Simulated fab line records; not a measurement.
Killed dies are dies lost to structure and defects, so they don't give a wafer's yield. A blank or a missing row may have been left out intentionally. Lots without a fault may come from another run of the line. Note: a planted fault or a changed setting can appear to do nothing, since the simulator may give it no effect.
A struck lot beside a sound one :: flow n5_finfet :: 16 out of 1938 route steps
Sound: the wafers L922.1, L922.2, L922.5. Struck: wafer L935.1 (L935.2, L935.4, from the same lot, were not struck and are left out); the cause is given at the end.
At each step with rows: each side's tool, then ch and its chambers, then its first start. Under that, the readings that differ: sound wafers :: struck wafers :: difference of the means :: sigmas: that difference in standard deviations of wafers without a fault.
alike: words and numbers the same on both sides, and readings whose means are apart by under 2 such deviations; not compared: readings that were withheld, readings missing a value for some wafer, numbers with overlapping values and no deviation given by the record, and bounds like >300 which may hide the same value.
Wherever a step has rows on one side only, a row that says differs or no value, or a row with sigmas, the two part there. When numbers do not overlap yet have no deviation, they are printed without sigmas and do not part them. A reading missing from all wafers of one side parts the sides only when that side holds two or more wafers.

first, 4 steps without rows for these wafers: N5_SDB_SOFTBAKE_06 (time 60 s); N5_SDB_EXPOSE_08 (exposes mask SDB); N5_SDB_PEB_09 (peb time 60 s); N5_SDB_DEVELOP_10 (develop time 30 s).
N5_SDB_CD_MEAS_11 targets a cd of 50 nm.
  sound on cd_sem-01 ch 0, day 4 13:32; struck on cd_sem-03 ch 0, day 7 16:53
  alike: cd_nm
N5_SDB_OVL_MEAS_12:
  sound on overlay-01 ch 0, day 4 13:34; struck on overlay-01 ch 0, day 7 16:55
  alike: SDB_OVL
N5_SDB_INSPECT_13: inspects for defects (brightfield).
  struck on defect_inspect-01, day 7 16:56; sound on defect_inspect-02, day 4 13:35
reading: raw_defect_count
sound: 146 60 72
struck: 25
difference: -68
sigmas: -2
N5_SDB_DESCUM_16: chemistry O2, time 7.9 s.
  sound on rie_diel-04 ch 0,1,3, day 4 13:38; struck on rie_diel-04 ch 1, day 7 16:58
  alike: drypump_motor_current_A, o2_flow_sccm, oes_product_au, rf_vpp_V, showerhead_plenum_p_Torr, temp_c, throttle_valve_pct
  not compared: rf_hours_counter_h
N5_SDB_ETCH_17: etches SiARC in CF4, target depth 23.4 nm, time 39 s.
  sound on rie_diel-04 ch 0,1,3, day 4 13:40; struck on rie_diel-04 ch 1, day 7 17:01
  alike: drypump_motor_current_A, etch_rf_on_time_s, oes_product_au, rf_vpp_V, showerhead_plenum_p_Torr, throttle_valve_pct
  not compared: rf_hours_counter_h
N5_SDB_ETCH_18: etches SOC in N2/H2, target depth 100 nm, overetch 20 nm, time 150 s.
  sound on rie_diel-04 ch 0,1,3, day 4 13:42; struck on rie_diel-04 ch 1, day 7 17:02
  alike: drypump_motor_current_A, oes_product_au, rf_vpp_V, showerhead_plenum_p_Torr, temp_c, throttle_valve_pct
  not compared: rf_hours_counter_h
then, 1 step without rows for these wafers: N5_SDB_STRIP_19 (strips in N2/H2).
N5_SDB_STRIP_21: strips in CF4.
  sound on rie_diel-04 ch 0,1,3, day 4 13:50; struck on rie_diel-04 ch 1, day 7 17:11
  alike: drypump_motor_current_A, oes_product_au, rf_vpp_V, showerhead_plenum_p_Torr, throttle_valve_pct
  not compared: rf_hours_counter_h
N5_SDB_HM_OPEN_20: chemistry CH3F/O2, target SiNx, stops on poly-Si, target depth 24 nm.
  sound on rie_diel-04 ch 0,1,3, day 4 13:52; struck on rie_diel-04 ch 1, day 7 17:12
reading: oes_product_au (a.u.)
sound: 0.59 0.68 0.77
struck: 0.51
difference: -0.17
sigmas: -3

reading: model.SOC_of_SDB_COAT_03.thk_nm (nm)
sound: 83.6 83.6 83
struck: 91.6
difference: +8.2
sigmas: 

reading: model.etch.depth_nm (nm)
sound: 23.72 23.35 24.28
struck: 17.94
difference: -5.84
sigmas: 
  alike: drypump_motor_current_A, rf_vpp_V, showerhead_plenum_p_Torr, throttle_valve_pct
  not compared: rf_hours_counter_h
N5_SDB_STRIP_22: strips in N2/H2.
  sound on plasma_asher-01 ch 0,1, day 4 13:56; struck on plasma_asher-01 ch 1, day 7 17:17
reading: strip_time_to_endpoint_s (s)
sound: 95.8 95.8 95.3
struck: 103.3
difference: +7.7
sigmas: +18

reading: temp_c (C)
sound: 249.91 249.94 249.84
struck: 250.50
difference: +0.60
sigmas: +3
  alike: drypump_motor_current_A, heater_power_w, oes_product_au
  not compared: rf_hours_counter_h
then, 1 step without rows for these wafers: N5_SDB_PRECLEAN_23 (cleans in dHF, time 30 s).
-- the record jumps here: 4 days lie between the struck wafers' starts before and after (it left off in module SDB and takes up again in module BEOL_M4, whose first step shown is number 1111 of the route) --
N5_BEOL_M4_RC_MEAS_101:
  sound on prober-02 ch 0, day 9 02:06; struck on prober-01 ch 0, day 11 22:05
reading: IOFF_P (nA/um)
sound: 0.14 0.15 0.14
struck: 0.23
difference: +0.09
sigmas: +2

reading: VT_P (mV)
sound: -257 -255 -258
struck: -248
difference: +9
sigmas: +2
  alike: DIBL_N, DIBL_P, IOFF_N, ION_N, ION_P, SS_N, SS_P, VT_N

== WHERE THEY PART ==
At N5_SDB_INSPECT_13 first; at N5_BEOL_M4_RC_MEAS_101 last (within this record only).

WHY: the cause the simulator had injected
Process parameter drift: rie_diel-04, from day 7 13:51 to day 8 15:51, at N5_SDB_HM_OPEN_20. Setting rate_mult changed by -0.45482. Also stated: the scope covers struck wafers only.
